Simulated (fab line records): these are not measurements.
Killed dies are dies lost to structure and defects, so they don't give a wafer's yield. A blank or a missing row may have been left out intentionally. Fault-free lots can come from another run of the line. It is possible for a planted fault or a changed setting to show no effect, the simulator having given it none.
Which tool was responsible? -- flow nandHarc -- 24 lots with 72 wafers sampled at 4 steps, on a route of 1159 steps

## WHAT THE GAUGES READ, wafer by wafer
NHARC_A_CONTACT_INSPECT_71. Usual: rawDefectCount 27, standard deviation 11.
lot,measured,on,rawDefectCount,flag
L074,day 16 16:20,defectInspect-01,19 12 17,
L075,day 16 16:31,defectInspect-01,25 26 30,
L077,day 16 23:43,defectInspect-02,22 20 24,
L076,day 16 23:12,defectInspect-02,18 23 19,
L078,day 17 02:57,defectInspect-01,25 20 17,
L080,day 17 23:09,defectInspect-01,13 24 23,
L079,day 18 01:36,defectInspect-02,17 15 14,
L081,day 18 11:04,defectInspect-01,31 40 19,
L082,day 18 12:31,defectInspect-01,20 32 23,
L085,day 19 02:59,defectInspect-01,37 27 20,
L084,day 19 04:31,defectInspect-02,33 18 22,
L083,day 19 11:41,defectInspect-01,27 22 23,
L087,day 19 18:37,defectInspect-02,40 55 47,
L088,day 19 20:58,defectInspect-02,42 41 44,
L086,day 19 22:53,defectInspect-01,20 27 28,
L089,day 20 08:25,defectInspect-01,8 6 10,
L090,day 20 13:10,defectInspect-01,35 32 23,
L092,day 21 03:34,defectInspect-01,37 39 20,
L091,day 21 03:23,defectInspect-02,28 39 29,
L093,day 21 09:29,defectInspect-02,47 49 39,
L094,day 21 21:06,defectInspect-02,19 14 16,
L096,day 22 01:47,defectInspect-02,19 18 15,
L095,day 22 06:47,defectInspect-01,41 32 31,
L097,day 23 05:40,defectInspect-02,45 42 51,

## EACH LOT AND THE TOOL THAT RAN IT (in order: tool; ch and the chambers of the sampled wafers; start)
lot,NHARC_A_CONTACT_ETCH_50,NHARC_A_CONTACT_ETCH_112,NHARC_A_CONTACT_DEP_57
L074,"rieDiel-09 ch 0,3, day 16 10:45 or earlier","harCapEtch-01 ch 0,1, day 16 10:45","aclDep-01 ch 0, day 16 13:36"
L075,"rieDiel-07 ch 1,2, day 16 10:41 or earlier","harCapEtch-02 ch 0,1, day 16 10:41","aclDep-02 ch 0, day 16 13:49"
L077,"rieDiel-09 ch 0,1,3, day 16 15:16 or earlier","harCapEtch-01 ch 0,1, day 16 15:16","aclDep-03 ch 0, day 16 21:30"
L076,"rieDiel-02 ch 1,3, day 16 15:29 or earlier","harCapEtch-03 ch 0,1, day 16 15:29","aclDep-01 ch 0, day 16 20:43"
L078,"rieDiel-02 ch 1,2,3, day 16 19:48 or earlier","harCapEtch-02 ch 0,1, day 16 19:48","aclDep-02 ch 0, day 17 00:28"
L080,"rieDiel-07 ch 0,1,3, day 17 17:48 or earlier","harCapEtch-03 ch 0,1, day 17 17:48","aclDep-01 ch 0, day 17 20:50"
L079,"rieDiel-09 ch 2,3, day 17 20:10 or earlier","harCapEtch-02 ch 0,1, day 17 20:10","aclDep-01 ch 0, day 17 23:18"
L081,"rieDiel-09 ch 0,3, day 18 05:46 or earlier","harCapEtch-02 ch 0,1, day 18 05:46","aclDep-01 ch 0, day 18 08:30"
L082,"rieDiel-02 ch 0,3, day 18 06:50 or earlier","harCapEtch-01 ch 0,1, day 18 06:50","aclDep-03 ch 0, day 18 10:20"
L085,"rieDiel-02 ch 0,2, day 18 21:20 or earlier","harCapEtch-01 ch 0, day 18 21:20","aclDep-03 ch 0, day 19 00:24"
L084,"rieDiel-09 ch 0,1,3, day 18 22:45 or earlier","harCapEtch-02 ch 0,1, day 18 22:45","aclDep-02 ch 0, day 19 02:03"
L083,"rieDiel-02 ch 0,1,2, day 19 05:29 or earlier","harCapEtch-01 ch 0,1, day 19 05:29","aclDep-02 ch 0, day 19 09:05"
L087,"rieDiel-09 ch 1,2, day 19 12:05 or earlier","harCapEtch-01 ch 0,1, day 19 12:05","aclDep-01 ch 0, day 19 16:44"
L088,"rieDiel-07 ch 0,2, day 19 15:33 or earlier","harCapEtch-01 ch 0,1, day 19 15:33","aclDep-01 ch 0, day 19 18:21"
L086,"rieDiel-09 ch 1,3, day 19 16:58 or earlier","harCapEtch-03 ch 0,1, day 19 16:58","aclDep-02 ch 0, day 19 20:17"
L089,"rieDiel-02 ch 0,1,2, day 20 02:40 or earlier","harCapEtch-02 ch 0,1, day 20 02:40","aclDep-01 ch 0, day 20 06:24"
L090,"rieDiel-09 ch 0,2, day 20 06:59 or earlier","harCapEtch-02 ch 0,1, day 20 06:59","aclDep-02 ch 0, day 20 10:35"
L092,"rieDiel-02 ch 0,1,2, day 20 19:36 or earlier","harCapEtch-01 ch 0,1, day 20 19:36","aclDep-02 ch 0, day 21 00:47"
L091,"rieDiel-09 ch 0,1,3, day 20 20:13 or earlier","harCapEtch-03 ch 0,1, day 20 20:13","aclDep-03 ch 0, day 21 00:47"
L093,"rieDiel-07 ch 0,2,3, day 21 02:01 or earlier","harCapEtch-01 ch 0,1, day 21 02:01","aclDep-01 ch 0, day 21 07:11"
L094,"rieDiel-02 ch 0,3, day 21 13:14 or earlier","harCapEtch-01 ch 0,1, day 21 13:14","aclDep-03 ch 0, day 21 18:33"
L096,"rieDiel-09 ch 0,2,3, day 21 18:55 or earlier","harCapEtch-02 ch 0,1, day 21 18:55","aclDep-02 ch 0, day 21 23:13"
L095,"rieDiel-09 ch 0,2,3, day 22 01:16 or earlier","harCapEtch-03 ch 0,1, day 22 01:16","aclDep-01 ch 0, day 22 04:05"
L097,"rieDiel-02 ch 0,1,2, day 22 22:20 or earlier","harCapEtch-01 ch 0,1, day 22 22:20","aclDep-03 ch 0, day 23 03:27"
- NHARC_A_CONTACT_ETCH_50: etches the open film in CF4/CHF3, target depth 84.7 nm, time 42.4 s.
- NHARC_A_CONTACT_ETCH_112: etches the open film in C4F8/O2/Ar, time 94 s, target depth 922 nm.
- NHARC_A_CONTACT_DEP_57: deposits aC, target thk 2800 nm.

## WHAT THE TOOLS THEMSELVES READ (means of the sampled wafers that have a number; where no wafer has one, the mark that the record gives instead)
NHARC_A_CONTACT_ETCH_50. Usual: drypumpMotorCurrentA 5.8 A, standard deviation 0.45; oesProductAu 0.951 a.u., standard deviation 0.024; rfFwdPowerW 494.7 W, standard deviation 2.6; rfVppV 372.6 V, standard deviation 1.9; showerheadPlenumPTorr 1.63 Torr, standard deviation 0.052; throttleValvePct 16.803 %, standard deviation 0.0094.
lot,tool,drypumpMotorCurrentA (A),oesProductAu (a.u.),rfFwdPowerW (W),rfVppV (V),showerheadPlenumPTorr (Torr),throttleValvePct (%),flag
L074,rieDiel-09,5.3,0.965,496.8,371.3,1.57,16.798,
L075,rieDiel-07,5.6,0.928,495.0,371.2,1.59,16.810,
L077,rieDiel-09,5.6,0.968,496.2,372.8,1.61,16.800,
L076,rieDiel-02,6.1,0.967,494.4,374.4,1.68,16.808,
L078,rieDiel-02,6.2,0.972,494.2,372.2,1.64,16.800,
L080,rieDiel-07,5.7,0.926,494.9,371.3,1.60,16.793,
L079,rieDiel-09,5.4,0.976,493.2,372.9,1.64,16.804,
L081,rieDiel-09,5.4,0.964,496.2,369.7,1.56,16.808,
L082,rieDiel-02,5.8,0.913,496.2,375.7,1.70,16.799,
L085,rieDiel-02,6.1,0.931,494.2,372.6,1.62,16.800,
L084,rieDiel-09,5.6,0.983,498.3,371.9,1.60,16.801,
L083,rieDiel-02,6.2,0.914,494.4,373.3,1.63,16.793,
L087,rieDiel-09,6.0,0.967,492.4,373.8,1.66,16.796,
L088,rieDiel-07,6.1,0.961,495.7,373.6,1.65,16.809,
L086,rieDiel-09,5.5,0.945,496.2,372.4,1.64,16.806,
L089,rieDiel-02,6.2,0.922,494.5,373.1,1.63,16.805,
L090,rieDiel-09,5.6,0.963,494.3,370.7,1.58,16.794,
L092,rieDiel-02,6.2,0.917,495.3,371.6,1.63,16.799,
L091,rieDiel-09,5.6,0.963,496.3,372.2,1.60,16.800,
L093,rieDiel-07,5.9,0.967,494.6,373.5,1.64,16.794,
L094,rieDiel-02,5.8,0.920,494.2,374.1,1.68,16.802,
L096,rieDiel-09,5.5,0.956,495.1,372.2,1.61,16.806,
L095,rieDiel-09,5.5,0.974,493.1,372.7,1.61,16.802,
L097,rieDiel-02,6.2,0.962,494.5,372.4,1.63,16.811,

NHARC_A_CONTACT_ETCH_112. Usual: oesAirLineAu 1.001 a.u., standard deviation 0.019.
lot,tool,oesAirLineAu (a.u.),flag
L074,harCapEtch-01,1.027,
L075,harCapEtch-02,1.023,
L077,harCapEtch-01,0.997,
L076,harCapEtch-03,1.001,
L078,harCapEtch-02,0.999,
L080,harCapEtch-03,0.983,
L079,harCapEtch-02,0.998,
L081,harCapEtch-02,0.996,
L082,harCapEtch-01,1.001,
L085,harCapEtch-01,0.988,
L084,harCapEtch-02,1.006,
L083,harCapEtch-01,1.000,
L087,harCapEtch-01,1.005,
L088,harCapEtch-01,1.001,
L086,harCapEtch-03,0.980,
L089,harCapEtch-02,0.996,
L090,harCapEtch-02,1.008,
L092,harCapEtch-01,1.002,
L091,harCapEtch-03,1.012,
L093,harCapEtch-01,0.998,
L094,harCapEtch-01,1.002,
L096,harCapEtch-02,1.012,
L095,harCapEtch-03,1.017,
L097,harCapEtch-01,0.991,

NHARC_A_CONTACT_DEP_57. Usual: throttleValvePct 34.999 %, standard deviation 0.0088.
lot,tool,throttleValvePct (%),flag
L074,aclDep-01,34.997,
L075,aclDep-02,35.009,
L077,aclDep-03,34.997,
L076,aclDep-01,34.994,
L078,aclDep-02,35.000,
L080,aclDep-01,35.001,
L079,aclDep-01,35.000,
L081,aclDep-01,35.005,
L082,aclDep-03,34.999,
L085,aclDep-03,34.994,
L084,aclDep-02,35.003,
L083,aclDep-02,34.999,
L087,aclDep-01,35.003,
L088,aclDep-01,35.000,
L086,aclDep-02,35.001,
L089,aclDep-01,35.002,
L090,aclDep-02,34.985,
L092,aclDep-02,35.004,
L091,aclDep-03,34.994,
L093,aclDep-01,35.003,
L094,aclDep-03,34.991,
L096,aclDep-02,35.004,
L095,aclDep-01,35.012,
L097,aclDep-03,34.994,

## THE ANSWER, worked out from the rows above alone
Rule: take the mean of a lot's wafers that have a number; if it is more than 3 standard deviations from the usual mean, the lot is off. Also off: a lot with no number at a reading for which 4 or more lots have one. The other lots that the step has rows for count as sound. First the gauges in route order, then the tools' own readings, where a lot's mean is used as printed above. The first step at which some lot is off is used, and at that step the reading that is off furthest; a lot without a number counts as furthest.
No lot is off at any reading shown: from this, nothing can be told.

## WHAT WAS PUT IN BY THE SIMULATOR
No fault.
